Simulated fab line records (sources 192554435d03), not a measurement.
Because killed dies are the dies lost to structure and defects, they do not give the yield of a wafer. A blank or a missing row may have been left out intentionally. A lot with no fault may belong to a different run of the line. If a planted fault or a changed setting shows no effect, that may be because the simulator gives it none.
Matching of chambers + flow n5 finfet + N5_GATE_CUT_STRIP_41 on rie diel-02 has 3 sister chambers
The step strips in CF4. 14 wafers are shown with their chamber, then 4 later ones without.

## WAFERS WITH THEIR CHAMBER
| wafer  | chamber | drypump motor current A (A) | showerhead plenum p Torr (Torr) | rf vpp V (V) |
|--------|---------|-----------------------------|---------------------------------|--------------|
| L074.4 | 1       | 5.1                         | 1.88                            | 273.0        |
| L074.5 | 1       | 5.1                         | 1.88                            | 273.6        |
| L074.6 | 0       | 6.4                         | 1.86                            | 272.5        |
| L077.3 | 1       | 5.1                         | 1.88                            | 272.6        |
| L077.4 | 3       | 6.5                         | 1.79                            | 271.5        |
| L077.5 | 0       | 6.4                         | 1.86                            | 273.2        |
| L087.1 | 0       | 6.4                         | 1.86                            | 271.8        |
| L087.5 | 0       | 6.4                         | 1.86                            | 272.8        |
| L087.6 | 1       | 5.1                         | 1.87                            | 272.1        |
| L091.2 | 0       | 6.4                         | 1.86                            | 271.8        |
| L091.3 | 3       | 6.4                         | 1.78                            | 269.6        |
| L091.5 | 3       | 6.5                         | 1.78                            | 271.0        |
| L093.1 | 0       | 6.4                         | 1.86                            | 272.6        |
| L093.2 | 1       | 5.1                         | 1.87                            | 273.2        |

SIGNATURES, as means of the wafers listed above
| reading                  | chamber 0 | chamber 1 | chamber 3 | scatter within a chamber |
|--------------------------|-----------|-----------|-----------|--------------------------|
| drypump motor current A  | 6.400     | 5.100     | 6.467     | 0.0246                   |
| showerhead plenum p Torr | 1.8600    | 1.8760    | 1.7833    | 0.00412                  |
| rf vpp V                 | 272.450   | 272.900   | 270.700   | 0.662                    |
Rule: for a wafer and a chamber, the distance is found by dividing, reading by reading, the gap between the wafer's reading and the chamber's mean by the reading's scatter, squaring, summing and taking the root. If the next closest chamber is less than 2 further off than the closest, the wafer can't be placed; otherwise it belongs to the closest. The scatter: take each reading less its chamber's mean, square it, sum over the shown wafers, divide by the number of wafers less the number of chambers, and take the root.

## WAFERS MISSING THEIR CHAMBER
| wafer  | drypump motor current A (A) | showerhead plenum p Torr (Torr) | rf vpp V (V) |
|--------|-----------------------------|---------------------------------|--------------|
| L093.6 | 6.4                         | 1.86                            | 271.8        |
| L096.1 | 6.4                         | 1.85                            | 273.0        |
| L096.4 | 5.1                         | 1.87                            | 271.8        |
| L097.4 | 6.4                         | 1.78                            | 271.2        |

## WHICH CHAMBER EACH WENT THROUGH
| wafer  | from the rows above | in truth |
|--------|---------------------|----------|
| L093.6 | 0                   | 0        |
| L096.1 | 0                   | 0        |
| L096.4 | 1                   | 1        |
| L097.4 | 3                   | 3        |
4 of 4 placed correctly. Left unplaced by these rows: 0. Placed wrongly: 0.
